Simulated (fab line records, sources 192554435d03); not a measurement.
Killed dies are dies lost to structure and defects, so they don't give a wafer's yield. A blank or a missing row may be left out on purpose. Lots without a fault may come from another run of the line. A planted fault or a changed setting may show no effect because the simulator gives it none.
fab line records | flow n5_finfet
record lots=5 wafers=14 last_day=19
route steps=1938 shown BEOL_M4@1106 BEOL_M5@1112 PASSIVATION@1936
lots that met no fault: from a run of the same line without faults
start_h: hours from the record's first day to the start of the lot's first wafer shown | wait_h: hours since the lot's step before | " the same as in the row above | L1.1+2: a row that stands for several wafers | - no value, or no start given | * or withheld: withheld | < > ~ a bound
route shown NAME@n: a module of which the file shows steps, and the number in the route of the first | usual: mean/standard deviation of fault-free wafers | same: alike in all rows | chamber/n: place in a boat | sites: the reading at each site | _std_site: their standard deviation | _edge_site: outer sites' mean less inner sites' | radius_mm: how far each site lies from the wafer's centre | mask NAME#n: copy n | behind: the tool/chamber that last shaped the wafer | hold: why the lot was held/for how many hours/how that ended | device: the transistor (n, p or np) that didn't switch | end of line: the same wafers' tests at the end of the route | a step without rows: its recipe alone | killed: dies lost to structure and defects at the first sort, not the wafer's yield | map: a wafer's dies, x killed, . not, _ none there
set.NAME: the setting as run; set.NAME@STEP: as run at that earlier step | model.NAME: the simulator's own value behind a step, which no gauge read
lots at some steps of the route; a table a step, a row a wafer
services: from which hour (start_h, from the record's first day; less than 0 if before it) a tool's chamber was out of use, for how many hours, and why
## steps
# step N5_BEOL_M4_CO_CAP_55
# recipe material=Co target_thk_a=20 temp_c=200 precursor=CCTBA/H2 pressure_torr=30 time_s=102.1
# usual heater_power_w=228/19
# columns lot.wafer tool chamber start_h wait_h heater_power_w
L301.1 cvd_co-01 2 228.01 0.0 197
L301.4 " 1 " " 221
L306.1 cvd_co-02 2 286.36 0.0 240
L306.2 " 0 " " 223
L306.5 " 2 " " 243
L308.2 cvd_co-02 2 310.42 0.0 255
L308.3 " 1 " " 245
L308.5 " 1 " " 241
L310.1 cvd_co-01 0 331.67 0.0 247
L310.4 " 1 " " 223
L310.6 " 0 " " 240
L312.1 cvd_co-01 0 351.59 0.0 245
L312.2 " 2 " " 192
L312.5 " 2 " " 194
# step N5_BEOL_M4_PRE_CLEAN_56
# recipe gas=NH3 time_s=15 temp_c=withheld rf_power_w=300
# step N5_BEOL_M4_DEP_57
# recipe material=SiCN target_thk_a=80 temp_c=withheld precursor=3MS/NH3 pressure_torr=3 rf_w=202 time_s=14
# usual showerhead_plenum_p_Torr=3.663/0.013 throttle_valve_pct=8.9/0.53
# columns lot.wafer tool chamber start_h wait_h showerhead_plenum_p_Torr throttle_valve_pct
L301.1 pecvd-01 1 228.14 0.0 3.685 9.0
L301.4 " 2 " " 3.655 8.5
L306.1 pecvd-01 1 286.48 0.0 3.676 9.0
L306.2 " 2 " " 3.648 8.2
L306.5 " 1 " " 3.678 8.9
L308.2 pecvd-03 2 310.53 0.0 3.657 8.1
L308.3 " 0 " " 3.659 8.5
L308.5 " 0 " " 3.674 8.2
L310.1 pecvd-04 2 331.79 0.0 3.678 8.7
L310.4 " 2 " " 3.674 8.9
L310.6 " 0 " " 3.651 9.3
L312.1 pecvd-04 0 351.74 0.0 3.653 9.3
L312.2 " 2 " " 3.685 8.6
L312.5 " 0 " " 3.655 9.3
# step N5_BEOL_M4_RS_MEAS_58
# recipe thk_meas_gauge=four-point-probe reads=Co_of_BEOL_M4_CO_CAP_55+Cu_of_BEOL_M4_ECD_50+Co_of_BEOL_M4_CVD_47+TaN_of_BEOL_M4_ALD_84
# usual M4_RS=0.67/0.043
# columns lot.wafer tool chamber start_h wait_h M4_RS[ohm/sq]
L301.1 film_metro-02 - 228.20 0.0 0.66
L301.4 " - " " 0.66
L306.1 film_metro-01 - 286.54 0.0 0.63
L306.2 " - " " 0.61
L306.5 " - " " 0.66
L308.2 film_metro-01 - 310.60 0.1 0.64
L308.3 " - " " 0.62
L308.5 " - " " 0.65
L310.1 film_metro-01 - 331.86 0.0 0.68
L310.4 " - " " 0.67
L310.6 " - " " 0.63
L312.1 film_metro-02 - 351.81 0.0 0.58
L312.2 " - " " 0.65
L312.5 " - " " 0.60
# step N5_BEOL_M4_INSPECT_59
# recipe inspect_instrument=darkfield mode=post_dep
# usual raw_defect_count=74/26
# columns lot.wafer tool chamber start_h wait_h raw_defect_count
L301.1 defect_inspect-02 - 228.23 0.0 79
L301.4 " - " " 48
L306.1 defect_inspect-02 - 286.57 0.0 64
L306.2 " - " " 66
L306.5 " - " " 51
L308.2 defect_inspect-02 - 310.63 0.0 31
L308.3 " - " " 52
L308.5 " - " " 58
L310.1 defect_inspect-02 - 331.88 0.0 87
L310.4 " - " " 66
L310.6 " - " " 67
L312.1 defect_inspect-01 - 351.84 0.0 75
L312.2 " - " " 46
L312.5 " - " " 66
# step N5_BEOL_M4_RC_MEAS_101
# usual DIBL_N=36.3/1.9 DIBL_P=36.6/2.4 IOFF_N=0.17/0.037 IOFF_P=0.23/0.04 ION_N=682/14 ION_P=468/8.6 SS_N=71.6/0.67 SS_P=73.4/0.71 VT_N=248/3.3 VT_P=-248.9/2.9
# columns lot.wafer tool chamber start_h wait_h DIBL_N[mV/V] DIBL_P[mV/V] IOFF_N[nA/um] IOFF_P[nA/um] ION_N[uA/um] ION_P[uA/um] SS_N[mV/dec] SS_P[mV/dec] VT_N[mV] VT_P[mV]
L301.1 prober-01 0 228.26 0.0 34.0 32.0 0.11 0.16 658 454 71.5 72.7 257 -253.9
L301.4 " 0 " " 38.6 38.7 0.20 0.26 689 469 71.8 74.3 247 -245.8
L306.1 prober-02 0 286.60 0.0 37.9 38.6 0.23 0.32 692 480 71.9 74.1 243 -243.4
L306.2 " 0 " " 37.5 37.6 0.23 0.31 723 495 71.3 73.8 241 -240.6
L306.5 " 0 " " 34.9 34.5 0.16 0.25 675 468 71.0 72.8 246 -244.3
L308.2 prober-01 0 310.81 0.2 37.1 38.7 0.18 0.24 674 470 72.1 73.0 249 -248.1
L308.3 " 0 " " 38.8 39.6 0.21 0.25 682 461 72.6 74.0 245 -247.9
L308.5 " 0 " " 37.3 38.3 0.20 0.24 694 467 70.7 73.8 248 -248.0
L310.1 prober-02 0 331.91 0.0 37.4 37.1 0.17 0.21 676 461 71.5 72.9 247 -250.8
L310.4 " 0 " " 37.4 35.6 0.18 0.20 674 461 72.4 72.9 245 -251.6
L310.6 " 0 " " 35.4 34.7 0.14 0.18 665 455 71.6 72.2 250 -253.6
L312.1 prober-01 0 351.86 0.0 38.4 36.5 0.20 0.27 710 486 72.1 73.9 243 -245.1
L312.2 " 0 " " 34.1 31.7 0.11 0.19 653 459 72.2 73.1 255 -246.3
L312.5 " 0 " " 36.0 34.0 0.15 0.22 692 477 71.7 73.9 249 -246.4
# step N5_BEOL_M5_ILD_DEP_00
# recipe material=SiCOH_lowk target_thk_a=1406.4 temp_c=300 precursor=DEMS/porogen pressure_torr=5 rf_w=500 time_s=25.9
# usual heater_power_w=316/57 showerhead_plenum_p_Torr=5.738/0.013 throttle_valve_pct=13.7/0.53
# columns lot.wafer tool chamber start_h wait_h heater_power_w showerhead_plenum_p_Torr throttle_valve_pct
L301.1 pecvd-02 1 229.22 0.8 383 5.732 13.4
L301.4 " 1 " " 374 5.749 13.3
L306.1 pecvd-04 2 287.56 0.8 357 5.746 13.2
L306.2 " 1 " " 232 5.744 13.8
L306.5 " 2 " " 356 5.753 13.5
L308.2 pecvd-02 1 311.61 0.7 314 5.746 13.3
L308.3 " 2 " " 259 5.733 13.6
L308.5 " 0 " " 283 5.740 14.3
L310.1 pecvd-04 1 332.87 0.8 255 5.719 13.9
L310.4 " 2 " " 308 5.749 13.7
L310.6 " 0 " " 419 5.723 14.1
L312.1 pecvd-04 1 352.83 0.8 233 5.731 13.7
L312.2 " 0 " " 424 5.724 14.1
L312.5 " 2 " " 351 5.744 13.5
# step N5_BEOL_M5_CURE_79
# recipe temp_c=385 time_s=240 ambient=He/Ar material=SiCOH_lowk
# usual lamp_power_pct=52.31/0.056 wafer_temp_C_max=386.7/0.53
# columns lot.wafer tool chamber start_h wait_h lamp_power_pct wafer_temp_C_max
L301.1 uv_cure-03 2 229.36 0.1 52.25 386.3
L301.4 " 2 " " 52.34 386.8
L306.1 uv_cure-03 1 287.62 0.0 52.43 386.6
L306.2 " 1 " " 52.30 386.6
L306.5 " 1 " " 52.29 386.3
L308.2 uv_cure-01 0 311.75 0.1 52.31 386.3
L308.3 " 0 " " 52.29 386.4
L308.5 " 0 " " 52.27 386.9
L310.1 uv_cure-02 0 332.93 0.0 52.32 386.1
L310.4 " 0 " " 52.36 386.6
L310.6 " 0 " " 52.33 386.4
L312.1 uv_cure-03 0 352.89 0.0 52.44 387.8
L312.2 " 0 " " 52.27 387.7
L312.5 " 0 " " 52.28 387.6
# step N5_BEOL_M5_THK_MEAS_01
# recipe reads=SiCOH_lowk_of_BEOL_M5_ILD_DEP_00
# usual M5_ILD_THK=121.6/2.2
# columns lot.wafer tool chamber start_h wait_h M5_ILD_THK[nm]
L301.1 film_metro-01 - 229.87 0.4 118.9
L301.4 " - " " 122.3
L306.1 film_metro-01 - 288.13 0.4 121.1
L306.2 " - " " 121.1
L306.5 " - " " 121.3
L308.2 film_metro-02 - 312.19 0.4 119.9
L308.3 " - " " 119.9
L308.5 " - " " 123.7
L310.1 film_metro-02 - 333.44 0.4 121.3
L310.4 " - " " 123.7
L310.6 " - " " 125.8
L312.1 film_metro-01 - 353.40 0.4 119.6
L312.2 " - " " 122.3
L312.5 " - " " 124.6
# step N5_BEOL_M5_PECVD_70
# recipe material=SiO2 target_thk_a=160 temp_c=400 precursor=TEOS/O2 pressure_torr=5.5 rf_w=450 teos_flow_sccm=53.8 gas=O2 flow_sccm=3000 time_s=18
# usual heater_power_w=726/110 showerhead_plenum_p_Torr=8.78/0.058 throttle_valve_pct=22.3/0.98
# columns lot.wafer tool chamber start_h wait_h heater_power_w showerhead_plenum_p_Torr throttle_valve_pct
L301.1 pecvd-04 2 229.91 0.0 678 8.83 21.5
L301.4 " 1 " " 608 8.76 22.1
L306.1 pecvd-02 0 288.17 0.0 637 8.79 23.5
L306.2 " 2 " " 669 8.79 21.8
L306.5 " 1 " " 775 8.79 21.6
L308.2 pecvd-04 1 312.22 0.0 565 8.80 22.2
L308.3 " 1 " " 563 8.78 22.5
L308.5 " 0 " " 923 8.71 22.7
L310.1 pecvd-02 1 333.48 0.0 816 8.79 21.5
L310.4 " 0 " " 677 8.78 23.6
L310.6 " 1 " " 783 8.79 21.3
L312.1 pecvd-04 1 353.44 0.0 542 8.78 22.5
L312.2 " 2 " " 738 8.85 21.8
L312.5 " 1 " " 550 8.78 22.3
# step N5_BEOL_M5_HM_DEP_02
# recipe material=TiN target_thk_a=200 temp_c=25 chamber_pressure_pa=0.49996
# step N5_BEOL_M5_COAT_59
# recipe resist=SOC temp_c=250 time_s=60 spin_rpm=1500 resist_thk_nm=60
# step N5_BEOL_M5_COAT_60
# recipe resist=SiARC temp_c=220 time_s=60 spin_rpm=1500 resist_thk_nm=12
# usual run_length_s=66.07/0.18
# columns lot.wafer tool chamber start_h wait_h run_length_s
L301.1 litho_track-02 0 231.38 - 65.94
L301.4 " 0 " " 71.60
L306.1 litho_track-05 0 288.94 - 66.23
L306.2 " 0 " " 66.43
L306.5 " 0 " " 66.23
L308.2 litho_track-05 0 313.60 - 66.40
L308.3 " 0 " " 66.29
L308.5 " 0 " " 66.31
L310.1 litho_track-03 0 335.96 - 66.03
L310.4 " 0 " " 65.93
L310.6 " 0 " " 65.97
L312.1 litho_track-02 0 354.00 - 66.19
L312.2 " 0 " " 66.21
L312.5 " 0 " " 66.08
# step N5_BEOL_M5_COAT_71
# recipe resist=underlayer temp_c=205 time_s=60 spin_rpm=1500 resist_thk_nm=5
# step N5_PASSIVATION_PROBE_49
# usual defect_limited_yield=91.2/1.5 killed_at_M0_to_M3=35/12 killed_at_M4_up=14/5.1 killed_at_contacts=13/6 killed_at_front_end=38/12 killed_at_other=4/3.5 killed_dies=104/18 killed_open=68/13 killed_short=33/8.1 sort_bin_5_function=5.2/1 sort_bin_6_memory=3.2/0.69 sort_n_pass=1076/18 sort_yield_pct=91.2/1.5
# same gross_dies=1180 killed_at_back_side=0 sort_bin_4_leakage[%]=0 sort_bin_8_speed[%]=0
# columns lot.wafer tool chamber start_h wait_h defect_limited_yield[%] killed_at_M0_to_M3 killed_at_M4_up killed_at_contacts killed_at_front_end killed_at_other killed_dies killed_open killed_short sort_bin_5_function[%] sort_bin_6_memory[%] sort_n_pass sort_yield_pct[%]
L301.1 prober-01 - 332.45 0.0 89.7 54 12 19 31 5 121 87 32 6.4 3.6 1059 89.7
L301.4 prober-01 - 332.60 0.2 90.3 53 12 16 30 4 115 71 40 5.5 3.5 1065 90.3
L306.1 prober-01 - 380.78 0.0 90.1 44 17 2 50 4 117 75 42 6.4 3.1 1063 90.1
L306.2 prober-01 - 380.83 0.1 92.0 33 15 14 30 2 94 63 29 4.9 2.7 1086 92.0
L306.5 prober-01 - 380.98 0.2 93.0 23 22 6 30 2 83 58 23 3.8 2.9 1097 93.0
L308.2 prober-02 - 409.63 0.1 91.4 33 5 9 53 2 102 72 27 5.3 3.1 1078 91.4
L308.3 prober-02 - 409.68 0.1 92.8 26 19 9 31 0 85 59 25 3.8 3.2 1095 92.8
L308.5 prober-02 - 409.78 0.2 92.3 17 19 15 40 0 91 58 24 4.7 2.3 1089 92.3
L312.1 prober-02 - 460.70 0.0 91.2 27 15 15 45 2 104 56 47 5.3 3.1 1076 91.2
L312.2 prober-02 - 460.75 0.1 90.0 30 21 7 58 2 118 78 39 5.3 4.2 1062 90.0
L312.5 prober-02 - 460.90 0.2 89.5 29 8 8 78 1 124 73 43 5.4 4.0 1056 89.5
# killed by level:class
L301.1 MOL_CONTACT_COAG:geometric_particle:open=17 BEOL_M0_SAQP:geometric_particle:open=16 BEOL_M0_SAQP:geometric_particle:short=13 BEOL_M2:geometric_particle:open=11 BEOL_M3:geometric_particle:open=7 FIN_SAQP:geometric_particle:short=6 FIN_SAQP:geometric_particle:open=5 BEOL_M4:geometric_particle:open=4
L301.4 BEOL_M0_SAQP:geometric_particle:short=19 MOL_CONTACT_COAG:geometric_particle:open=13 BEOL_M1:geometric_particle:open=10 BEOL_M0_SAQP:geometric_particle:open=9 BEOL_M2:geometric_particle:open=8 FIN_SAQP:geometric_particle:open=6 FIN_SAQP:geometric_particle:short=6 BEOL_M4:geometric_particle:open=4
L306.1 FIN_SAQP:geometric_particle:short=14 STI_FIN_REVEAL:geometric_particle:open=13 BEOL_M2:geometric_particle:open=12 BEOL_M3:geometric_particle:open=9 BEOL_M4:geometric_particle:open=9 FIN_SAQP:geometric_particle:open=8 BEOL_M0_SAQP:geometric_particle:short=8 BEOL_M0_SAQP:geometric_particle:open=6
L306.2 MOL_CONTACT_COAG:geometric_particle:open=11 BEOL_M3:geometric_particle:open=9 BEOL_M4:geometric_particle:open=8 STI_FIN_REVEAL:geometric_particle:open=7 BEOL_M0_SAQP:geometric_particle:short=7 FIN_SAQP:geometric_particle:short=6 BEOL_M2:geometric_particle:open=6 STARTING-WAFER:geometric_particle:open=6
L306.5 BEOL_M3:geometric_particle:open=8 BEOL_M4:geometric_particle:open=8 FIN_SAQP:geometric_particle:short=7 STI_FIN_REVEAL:geometric_particle:open=7 BEOL_M0_SAQP:geometric_particle:short=6 BEOL_M5:geometric_particle:open=6 FIN_SAQP:geometric_particle:open=5 MOL_CONTACT_COAG:geometric_particle:open=4
L308.2 STI_FIN_REVEAL:geometric_particle:open=16 BEOL_M1:geometric_particle:open=10 MOL_CONTACT_COAG:geometric_particle:open=9 BEOL_M2:geometric_particle:open=7 STI_FIN_REVEAL:geometric_particle:short=6 GATE_CUT:geometric_particle:short=6 BEOL_M1:geometric_particle:short=5 BEOL_M3:geometric_particle:open=5
L308.3 STI_FIN_REVEAL:geometric_particle:open=12 BEOL_M4:geometric_particle:open=9 BEOL_M3:geometric_particle:open=8 BEOL_M1:geometric_particle:open=6 DUMMY_GATE:geometric_particle:open=5 MOL_CONTACT_COAG:geometric_particle:open=5 MOL_CONTACT_COAG:geometric_particle:short=4 BEOL_M4:geometric_particle:short=4
L308.5 MOL_CONTACT_COAG:geometric_particle:open=13 BEOL_M4:geometric_particle:open=6 STI_FIN_REVEAL:geometric_particle:open=5 DUMMY_GATE:geometric_particle:open=5 GATE_CUT:geometric_particle:open=5 HKMG_FIN:area_etch=5 FIN_SAQP:geometric_particle:short=4 BEOL_M1:geometric_particle:short=4
L312.1 FIN_SAQP:geometric_particle:short=13 MOL_CONTACT_COAG:geometric_particle:open=9 BEOL_M4:geometric_particle:open=7 BEOL_M2:geometric_particle:open=6 DUMMY_GATE:geometric_particle:open=6 MOL_CONTACT_COAG:geometric_particle:short=6 BEOL_M0_SAQP:geometric_particle:short=6 BEOL_M0_SAQP:geometric_particle:open=6
L312.2 FIN_SAQP:geometric_particle:short=20 FIN_SAQP:geometric_particle:open=11 BEOL_M3:geometric_particle:open=11 BEOL_M2:geometric_particle:open=10 STI_FIN_REVEAL:geometric_particle:open=7 GATE_CUT:geometric_particle:open=5 MOL_CONTACT_COAG:geometric_particle:open=5 BEOL_M4:geometric_particle:open=5
L312.5 FIN_SAQP:geometric_particle:short=19 FIN_SAQP:geometric_particle:open=13 STI_FIN_REVEAL:geometric_particle:open=12 BEOL_M0_SAQP:geometric_particle:open=9 MOL_CONTACT_COAG:geometric_particle:open=7 HKMG_FIN:area_etch=7 BEOL_M0_SAQP:geometric_particle:short=6 BEOL_M2:geometric_particle:open=6
## services
# columns tool chamber start_h hours kind
pecvd-02 2 206.75 10.2 scheduled_down
pecvd-02 1 216.95 2.1 scheduled_down
pecvd-02 0 218.00 15.7 repair
pecvd-02 2 228.89 4.6 repair
cvd_co-02 1 229.99 3.3 repair
pecvd-04 0 234.41 21.7 repair
pecvd-03 2 239.98 2.1 scheduled_down
uv_cure-03 - 243.89 0.8 repair
litho_track-02 - 260.68 - consumable_replace:filter
uv_cure-01 - 261.43 0.4 repair
uv_cure-03 - 262.44 5.0 pm
pecvd-03 0 263.41 5.0 scheduled_down
pecvd-02 1 276.46 5.5 scheduled_down
uv_cure-01 - 284.65 1.0 pm
cvd_co-01 - 288.06 0.6 repair
cvd_co-01 - 293.96 6.3 repair
pecvd-04 2 309.68 5.5 scheduled_down
cvd_co-01 1 333.33 - clean
cvd_co-01 1 333.33 22.0 scheduled_down
cvd_co-01 1 333.33 22.0 vent_cycle
pecvd-03 0 340.42 5.5 scheduled_down
pecvd-01 - 341.21 14.6 pm
## key
first_sign step=N5_BEOL_M5_COAT_60 reading=run_length_s direction=up sigmas=30 usual=* struck=*
effect none on later readings
met_at N5_BEOL_M5_COAT_60
struck_wafers L301.4
fault kind=process_parameter_drift tool=litho_track-02 chamber=- onset_h=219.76 steps=N5_BEOL_M5_COAT_60 channel=time_s offset=* shape=step end_h=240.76 scope=struck_wafers_only acts_in=* stated=*
